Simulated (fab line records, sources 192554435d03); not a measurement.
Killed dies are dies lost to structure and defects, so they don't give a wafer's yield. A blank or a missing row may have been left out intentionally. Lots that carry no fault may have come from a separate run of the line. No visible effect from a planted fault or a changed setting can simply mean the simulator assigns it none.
fab line records | flow n5-finfet
record lots=9 wafers=25 last-day=17
route steps=1938 shown HKMG_FIN@435 BEOL_M4@1111 PASSIVATION@1936
lots with no fault: from the same line, run without faults
start-h: hours from the record's opening day to when the first of the lot's shown wafers began | wait-h: hours since the lot's step before | " same as the row above | L1.1+2: one row covering several wafers at once | - value missing, or start not given | * or withheld: withheld | < > ~ a bound
route shown NAME@n: a module of which the file shows steps, and the number in the route of the first | usual: mean/standard deviation of fault-free wafers | same: alike in all rows | chamber/n: place in a boat | sites: each site's reading | _std_site: the standard deviation of these | _edge_site: inner sites' mean taken away from outer sites' mean | radius-mm: for every site, how far away it sits from the centre of the wafer | mask NAME#n: copy n | behind: the most recent tool/chamber to have shaped the wafer | hold: the reason the lot was held/the length of the hold in hours/how it ended | device: the transistor (n, p or np) that didn't switch | end of line: tests of these same wafers at the route's end | a step with no rows: only its recipe | killed: the dies lost at the first sort to structure and to defects; this is not the yield of the wafer | map: per-die view of a wafer (x killed, . not killed, _ where there is no die)
set.NAME: the setting the step ran with; set.NAME@STEP: the setting that earlier step ran with | model.NAME: the simulator's own value behind a step, which no gauge read
a sample of lots followed through the steps of the route, with each step as a table and each wafer as a row
services: a tool's chamber out of use, with start hour (start-h, from the record's first day; less than 0 if before it), hours out, and reason
## steps
# step N5_HKMG_FIN_ETCH_32
# recipe chemistry=N2/H2 target=SOC target-depth-a=2400 temp-c=40 time-s=300 ion-energy-ev=200 mask-material=SiARC pressure-mtorr=30 source-w=840 bias-w=150 n2-flow-sccm=200 h2-flow-sccm=200
# usual chamber-pressure-mTorr=29.999/0.026 drypump-motor-current-A=5.6/0.42 oes-product-au=0.79/0.099 rf-vpp-V=524/3.2 showerhead-plenum-p-Torr=2.54/0.1 throttle-valve-pct=17.8/0.4
# columns lot.wafer tool chamber start-h wait-h chamber-pressure-mTorr drypump-motor-current-A oes-product-au rf-hours-counter-h rf-vpp-V showerhead-plenum-p-Torr throttle-valve-pct
L881.1 rie-diel-05 3 75.51 0.0 30.017 6.3 0.72 239 523 2.47 17.6
L881.5 " 3 " " 30.020 6.3 0.71 - 523 2.47 17.6
L881.6 " 1 " " 30.025 5.6 0.85 - 522 2.46 17.7
L883.3 rie-diel-05 3 89.33 0.0 30.011 6.3 0.71 245 524 2.47 17.6
L883.5 " 3 " " 30.048 6.3 0.71 - 524 2.47 17.6
L887.3 rie-diel-05 2 111.72 0.0 30.037 5.8 0.70 205 522 2.49 17.9
L887.5 " 0 " " 29.946 4.7 0.92 - 526 2.61 17.4
L887.6 " 1 " " 30.052 5.6 0.82 - 522 2.45 17.8
L888.1 rie-diel-05 1 117.73 0.0 30.021 5.6 0.82 93 523 2.45 17.8
L888.3 " 2 " " 30.007 5.8 0.70 208 524 2.49 17.9
L888.6 " 0 " " 30.024 4.7 0.93 - 525 2.60 17.4
L894.1 rie-diel-03 1 157.39 0.0 29.964 5.0 0.68 250 518 2.41 18.1
L894.2 " 3 " " 29.983 5.4 0.80 77 527 2.66 17.5
L894.5 " 0 " " 30.028 5.5 0.71 - 519 2.43 18.4
L897.2 rie-diel-03 0 173.63 0.0 29.977 5.5 0.71 180 521 2.43 18.4
L897.5 " 3 " " 29.975 5.4 0.79 - 527 2.66 17.5
L898.2 rie-diel-03 2 177.93 0.0 30.001 6.0 0.91 37 526 2.68 17.3
L898.5 " 3 " " 30.025 5.4 0.79 - 528 2.65 17.5
L898.6 " 0 " " 29.985 5.5 0.70 - 520 2.43 18.4
L901.3 rie-diel-03 3 198.97 0.0 29.976 5.5 0.78 92 528 2.65 17.5
L901.4 " 0 " " 30.001 5.5 0.72 189 521 2.42 18.4
L901.5 " 1 " " 30.082 5.0 0.97 - 528 2.73 17.8
L902.1 rie-diel-01 2 204.20 0.0 29.995 5.9 0.96 7 528 2.69 17.6
L902.4 " 0 " " 30.004 5.8 0.91 18 527 2.59 17.8
L902.6 " 3 " " 29.981 5.6 0.76 - 524 2.55 17.5
# step N5_HKMG_FIN_ALD_91
# recipe material=TiN target-thk-a=10 temp-c=400 ald-precursor-family=TiCl4 ald-co-reactant=NH3 pulse-time-s=1 purge-time-s=3 co-reactant-purge-time-s=2 co-reactant-pulse-time-s=2 ald-cycles=47 pressure-torr=3
# usual ald-cycles=47/0 heater-power-w=904/170 precursor-pulse-height-rel=1.000/0.021
# same pulse-time-s=1
# columns lot.wafer tool chamber start-h wait-h ald-cycles heater-power-w precursor-pulse-height-rel
L881.1 ald-metal-03 0 76.39 0.3 47 686 1.009
L881.5 " 0 " " 47 666 1.003
L881.6 " 3 " " 47 940 1.019
L883.3 ald-metal-04 0 90.22 0.1 47 668 0.986
L883.5 " 2 " " 47 769 1.049
L887.3 ald-metal-04 1 112.61 0.1 47 1045 0.985
L887.5 " 2 " " 47 752 0.991
L887.6 " 1 " " 47 1047 0.996
L888.1 ald-metal-04 1 118.62 0.3 47 1023 0.963
L888.3 " 2 " " 47 781 0.994
L888.6 " 0 " " 47 668 1.004
L894.1 ald-metal-04 2 158.28 0.3 47 759 1.018
L894.2 " 0 " " 44 666 1.039
L894.5 " 2 " " 47 764 1.016
L897.2 ald-metal-04 2 174.52 0.3 44 758 0.994
L897.5 " 2 " " 47 761 1.023
L898.2 ald-metal-02 2 178.82 0.3 47 807 0.998
L898.5 " 2 " " 47 824 0.985
L898.6 " 1 " " 47 914 1.025
L901.3 ald-metal-03 2 199.85 0.1 47 801 0.986
L901.4 " 1 " " 47 1160 1.015
L901.5 " 0 " " 47 684 1.018
L902.1 ald-metal-02 2 205.09 0.3 47 825 0.965
L902.4 " 1 " " 47 921 0.983
L902.6 " 3 " " 47 844 0.978
# step N5_HKMG_FIN_STRIP_89
# recipe chemistry=N2/H2 material=SOC time-s=20 power-w=500 temp-c=40 pressure-mtorr=50 rf-frequency-hz=6e+07 bias-power-w=8 h2-frac=0.5 n2-flow-sccm=300 h2-flow-sccm=300
# usual chamber-pressure-mTorr=50.00/0.058 drypump-motor-current-A=5.6/0.41 oes-product-au=0.78/0.094 rf-vpp-V=54.2/0.89 showerhead-plenum-p-Torr=3.36/0.13 throttle-valve-pct=18.9/0.71
# columns lot.wafer tool chamber start-h wait-h chamber-pressure-mTorr drypump-motor-current-A oes-product-au rf-hours-counter-h rf-vpp-V showerhead-plenum-p-Torr throttle-valve-pct
L881.1 rie-diel-01 0 76.81 0.0 49.99 5.8 0.68 223 54.7 3.44 19.7
L881.5 " 3 " " 50.03 5.6 0.82 - 55.2 3.39 18.2
L881.6 " 0 " " 50.02 5.8 0.67 - 54.5 3.44 19.7
L883.3 rie-diel-03 1 90.62 0.0 49.97 5.1 0.70 231 53.4 3.20 19.2
L883.5 " 1 " " 49.95 5.0 0.70 - 53.3 3.20 19.1
L887.3 rie-diel-01 0 113.01 0.0 50.04 5.8 0.66 236 53.2 3.43 19.7
L887.5 " 1 " " 49.97 5.1 0.73 - 54.0 3.49 20.2
L887.6 " 0 " " 50.05 5.8 0.66 - 55.1 3.43 19.7
L888.1 rie-diel-01 2 119.24 0.0 50.02 5.9 0.70 237 54.6 3.16 19.0
L888.3 " 1 " " 50.04 5.0 0.72 199 53.7 3.48 20.3
L888.6 " 1 " " 50.09 5.0 0.72 - 54.1 3.48 20.2
L894.1 rie-diel-03 0 158.68 0.0 49.97 5.5 0.72 176 54.0 3.21 19.8
L894.2 " 2 " " 50.03 6.0 0.92 30 55.2 3.53 18.1
L894.5 " 0 " " 50.00 5.5 0.71 - 55.1 3.22 19.9
L897.2 rie-diel-03 3 175.14 0.0 49.93 5.5 0.79 84 54.2 3.50 18.3
L897.5 " 2 " " 50.08 6.0 0.91 - 53.2 3.53 18.2
L898.2 rie-diel-05 0 179.44 0.0 50.02 4.7 0.88 41 53.2 3.42 18.3
L898.5 " 0 " " 50.09 4.7 0.88 - 55.1 3.42 18.3
L898.6 " 1 " " 50.02 5.6 0.78 - 54.5 3.23 18.9
L901.3 rie-diel-03 0 200.25 0.0 50.02 5.5 0.70 190 53.4 3.21 19.9
L901.4 " 1 " " 49.94 5.0 0.96 6 53.9 3.59 18.8
L901.5 " 1 " " 49.99 5.0 0.96 - 56.2 3.59 18.8
L902.1 rie-diel-01 3 205.49 0.0 49.93 5.6 0.76 119 54.5 3.36 18.3
L902.4 " 2 " " 49.55 5.9 0.96 7 52.6 3.55 18.6
L902.6 " 3 " " 49.97 5.6 0.76 - 54.5 3.36 18.3
# step N5_HKMG_FIN_STRIP_88
# recipe chemistry=N2/H2 power-w=2500 temp-c=300 h2-frac=0.65 time-s=360 pressure-mtorr=withheld n2-flow-sccm=1750 h2-flow-sccm=3250
# usual drypump-motor-current-A=5.3/0.36 heater-power-w=498/39
# columns lot.wafer tool chamber start-h wait-h drypump-motor-current-A heater-power-w rf-hours-counter-h
L881.1 plasma-asher-02 0 77.00 0.0 4.8 532 87
L881.5 " 1 " " 5.1 555 -
L881.6 " 0 " " 4.8 509 -
L883.3 plasma-asher-02 1 90.93 0.1 5.2 535 -
L883.5 " 1 " " 5.2 546 -
L887.3 plasma-asher-02 0 113.32 0.1 4.8 521 -
L887.5 " 1 " " 5.1 533 -
L887.6 " 0 " " 4.8 516 -
L888.1 plasma-asher-01 0 119.44 0.0 5.7 481 46
L888.3 " 0 " " 5.7 466 -
L888.6 " 1 " " 5.7 438 -
L894.1 plasma-asher-01 0 158.87 0.0 5.7 460 54
L894.2 " 1 " " 5.7 433 54
L894.5 " 1 " " 5.7 429 -
L897.2 plasma-asher-02 0 175.52 0.2 4.8 505 108
L897.5 " 0 " " 4.8 524 -
L898.2 plasma-asher-02 1 179.63 0.0 5.2 543 110
L898.5 " 0 " " 4.8 527 -
L898.6 " 1 " " 5.2 536 -
L901.3 plasma-asher-02 1 200.56 0.1 5.2 547 -
L901.4 " 0 " " 4.8 519 -
L901.5 " 0 " " 4.8 525 -
L902.1 plasma-asher-02 1 205.68 0.0 5.2 528 117
L902.4 " 0 " " 4.8 506 -
L902.6 " 1 " " 5.2 536 -
# step N5_BEOL_M4_RC_MEAS_101
# usual DIBL_N=37.5/2.5 DIBL_P=38/3.1 IOFF_N=0.19/0.059 IOFF_N_LONG=5.48e-05/2.6e-06 IOFF_P=0.24/0.061 ION_N=679/16 ION_P=465/9.8 SS_N=72.0/0.8 SS_P=73.7/0.86 VT_N=248/4.5 VT_N_LONG=275.4/2.2 VT_P=-249/3.5
# columns lot.wafer tool chamber start-h wait-h DIBL_N[mV/V] DIBL_P[mV/V] IOFF_N[nA/um] IOFF_N_LONG[nA/um] IOFF_P[nA/um] ION_N[uA/um] ION_P[uA/um] SS_N[mV/dec] SS_P[mV/dec] VT_N[mV] VT_N_LONG[mV] VT_P[mV]
L881.1 prober-02 0 163.35 0.0 34.1 36 0.12 5.29e-05 0.20 659 459 70.6 72.8 254 274.1 -249
L881.5 " 0 " " 37.8 37 0.18 5.7e-05 0.22 678 466 72.3 73.5 251 275.2 -250
L881.6 " 0 " " 39.7 40 0.23 5.41e-05 0.27 679 459 72.7 74.2 248 274.7 -245
L883.3 prober-02 0 179.86 0.3 37.4 40 0.18 4.96e-05 0.24 675 466 71.5 73.8 248 276.2 -248
L883.5 " 0 " " 35.7 38 0.14 5.03e-05 0.19 666 463 71.5 73.9 254 280.9 -252
L887.3 prober-01 0 215.59 0.3 33.7 34 0.12 5.35e-05 0.17 662 453 71.2 72.9 255 276.0 -252
L887.5 " 0 " " 37.1 39 0.18 5.38e-05 0.23 677 464 71.8 73.8 249 275.7 -246
L887.6 " 0 " " 41.1 44 0.31 5.52e-05 0.34 705 477 73.1 75.8 244 275.5 -245
L888.1 prober-02 0 221.67 0.0 35.9 37 0.16 5.16e-05 0.20 667 459 72.3 73.8 251 278.6 -252
L888.3 " 0 " " 37.2 37 0.19 5.33e-05 0.20 680 461 72.0 73.0 249 275.9 -251
L888.6 " 0 " " 33.6 34 0.11 5.22e-05 0.17 659 451 70.9 73.0 255 278.6 -254
L894.1 prober-02 0 257.03 0.0 37.5 37 0.20 5.63e-05 0.30 706 489 70.9 73.4 242 273.8 -244
L894.2 " 0 " " 36.4 34 0.21 6.82e-05 0.21 706 466 72.0 72.9 242 269.0 -250
L894.5 " 0 " " 36.5 35 0.18 5.54e-05 0.26 684 479 71.7 72.7 249 274.5 -244
L897.2 prober-02 0 262.83 0.2 36.4 37 0.19 6.51e-05 0.17 685 454 71.9 73.5 245 269.9 -253
L897.5 " 0 " " 36.4 37 0.15 5.31e-05 0.20 679 466 72.0 73.8 252 276.7 -252
L898.2 prober-01 0 283.52 0.2 40.7 41 0.24 5.43e-05 0.26 697 471 72.1 74.2 243 279.7 -248
L898.5 " 0 " " 38.4 37 0.19 5.39e-05 0.20 664 453 72.4 73.8 251 276.1 -255
L898.6 " 0 " " 34.4 34 0.12 5.37e-05 0.16 658 449 71.9 72.4 255 274.4 -254
L902.1 prober-01 0 310.43 0.0 38.6 42 0.21 5.05e-05 0.29 685 475 72.0 74.4 247 278.9 -249
L902.4 " 0 " " 39.0 39 0.20 5.2e-05 0.23 676 455 71.8 74.7 247 275.2 -251
L902.6 " 0 " " 39.9 41 0.23 5.19e-05 0.26 687 466 72.2 74.6 245 275.6 -249
L901.3 prober-02 0 310.66 0.3 40.5 38 0.23 5.52e-05 0.26 684 465 72.7 73.8 246 276.4 -249
L901.4 " 0 " " 38.6 36 0.17 5.53e-05 0.22 662 460 73.0 73.4 250 276.4 -249
L901.5 " 0 " " 39.9 38 0.21 5.55e-05 0.25 687 466 71.8 74.0 250 275.1 -248
# step N5_PASSIVATION_PROBE_49
# usual defect-limited-yield=91.0/1.4 killed_at_M0_to_M3=35/10 killed_at_M4_up=14/5.5 killed-at-contacts=13/5.6 killed-at-front-end=41/11 killed-at-other=4/3.4 killed-dies=106/16 killed-on-rim=13/4 killed-open=68/12 killed-short=35/7.3 sort_bin_4_leakage=0.3/2.1 sort_bin_5_function=5.3/0.89 sort_bin_6_memory=3.4/0.67 sort-n-pass=1070/28 sort-yield-pct=90.7/2.4
# same gross-dies=1180 killed-at-back-side=0 sort_bin_8_speed[%]=0
# columns lot.wafer tool chamber start-h wait-h defect-limited-yield[%] killed_at_M0_to_M3 killed_at_M4_up killed-at-contacts killed-at-front-end killed-at-other killed-dies killed-on-rim killed-open killed-short sort_bin_4_leakage[%] sort_bin_5_function[%] sort_bin_6_memory[%] sort-n-pass sort-yield-pct[%]
L894.1 prober-02 - 379.38 0.0 92.2 32 10 7 39 4 92 12 59 31 0 4.9 2.6 1088 92.2
L894.2 prober-02 - 379.43 0.1 88.4 31 12 14 79 1 137 34 60 44 0 5.8 2.7 1043 88.4
L894.5 prober-02 - 379.58 0.2 92.0 27 7 12 44 4 94 15 58 33 0 4.0 3.6 1086 92.0
L897.2 prober-02 - 380.61 0.1 85.3 54 16 26 72 6 174 37 93 52 0 7.6 4.6 1006 85.3
L897.5 prober-02 - 380.76 0.2 89.8 56 13 16 31 4 120 20 74 39 0 5.8 3.5 1060 89.8
# killed by level:class
L894.1 FIN_SAQP:geometric-particle:short=12 BEOL_M1:geometric-particle:open=11 BEOL_M0_SAQP:geometric-particle:open=6 BEOL_M2:geometric-particle:open=6 DUMMY_GATE:geometric-particle:open=5 MOL_CONTACT_COAG:geometric-particle:open=5 STARTING-WAFER:geometric-particle:open=5 GATE_CUT:geometric-particle:short=4
L894.2 HKMG_FIN:area-ald=31 GATE_CUT:geometric-particle:short=15 MOL_CONTACT_COAG:geometric-particle:open=11 STI_FIN_REVEAL:geometric-particle:open=9 BEOL_M0_SAQP:geometric-particle:open=7 FIN_SAQP:geometric-particle:short=6 FIN_SAQP:geometric-particle:open=5 BEOL_M0_SAQP:geometric-particle:short=5
L894.5 GATE_CUT:geometric-particle:short=11 STI_FIN_REVEAL:geometric-particle:open=10 MOL_CONTACT_COAG:geometric-particle:open=8 DUMMY_GATE:geometric-particle:open=6 BEOL_M1:geometric-particle:open=5 STARTING-WAFER:geometric-particle:short=4 GATE_CUT:geometric-particle:open=4 BEOL_M0_SAQP:geometric-particle:short=4
L897.2 HKMG_FIN:area-ald=22 BEOL_M0_SAQP:geometric-particle:short=19 MOL_CONTACT_COAG:geometric-particle:open=18 BEOL_M0_SAQP:geometric-particle:open=16 FIN_SAQP:geometric-particle:open=14 BEOL_M2:geometric-particle:open=13 FIN_SAQP:geometric-particle:short=9 BEOL_M4:geometric-particle:open=8
L897.5 BEOL_M0_SAQP:geometric-particle:short=20 MOL_CONTACT_COAG:geometric-particle:open=14 BEOL_M0_SAQP:geometric-particle:open=13 BEOL_M4:geometric-particle:open=7 BEOL_M1:geometric-particle:open=7 BEOL_M2:geometric-particle:open=7 DUMMY_GATE:geometric-particle:open=5 HKMG_FIN:area-etch=5
## services
# columns tool chamber start-h hours kind
rie-diel-03 - 57.49 2.8 pm
rie-diel-05 2 79.97 7.6 repair
ald-metal-03 0 83.19 60.3 repair
plasma-asher-02 - 84.72 2.5 repair
ald-metal-03 - 88.17 0.3 repair
rie-diel-01 3 91.95 1.8 repair
rie-diel-03 3 102.94 20.2 repair
rie-diel-03 2 110.03 1.3 repair
rie-diel-03 - 114.49 14.6 pm
rie-diel-01 3 120.80 2.2 repair
rie-diel-01 1 123.00 5.2 repair
ald-metal-02 - 137.72 6.0 pm
rie-diel-01 0 141.30 - clean
rie-diel-01 0 141.30 - consumable-replace:focus-ring
rie-diel-01 0 141.30 18.6 scheduled-down
rie-diel-03 1 157.81 - clean
rie-diel-03 1 157.81 - consumable-replace:focus-ring
rie-diel-03 1 157.81 - consumable-replace:showerhead
rie-diel-03 1 157.81 22.6 scheduled-down
rie-diel-03 1 157.81 22.6 vent-cycle
plasma-asher-01 - 167.89 10.1 repair
rie-diel-03 0 167.94 1.8 repair
ald-metal-04 0 168.96 11.9 repair
plasma-asher-02 - 204.30 0.7 repair
## key
first-sign step=N5_HKMG_FIN_ALD_91 reading=ald-cycles direction=down sigmas=99+ usual=* struck=*
effect step=N5_BEOL_M4_RC_MEAS_101 reading=IOFF_N_LONG direction=up sigmas=4.5 usual=5.48e-05 struck=6.66e-05
effect step=N5_BEOL_M4_RC_MEAS_101 reading=VT_N_LONG direction=down sigmas=2.7 usual=275.4 struck=269.5
effect step=N5_PASSIVATION_PROBE_49 reading=killed-on-rim direction=up sigmas=5.6 usual=13 struck=36
more-kills-born-at N5_HKMG_FIN_ALD_91@ald-metal-04=53
met-at N5_HKMG_FIN_ALD_91
struck-lots L894,L897
struck-wafers L894.2,L897.2
not-acting-at N5_HKMG_FIN_ETCH_32,N5_HKMG_FIN_STRIP_89,N5_HKMG_FIN_STRIP_88
onset-between 118.62 158.28
fault kind=process-parameter-drift tool=ald-metal-04 chamber=- onset-h=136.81 steps=N5_HKMG_FIN_ALD_91 channel=ald-cycles offset=* shape=step end-h=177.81 scope=struck-wafers-only acts-in=* stated=*
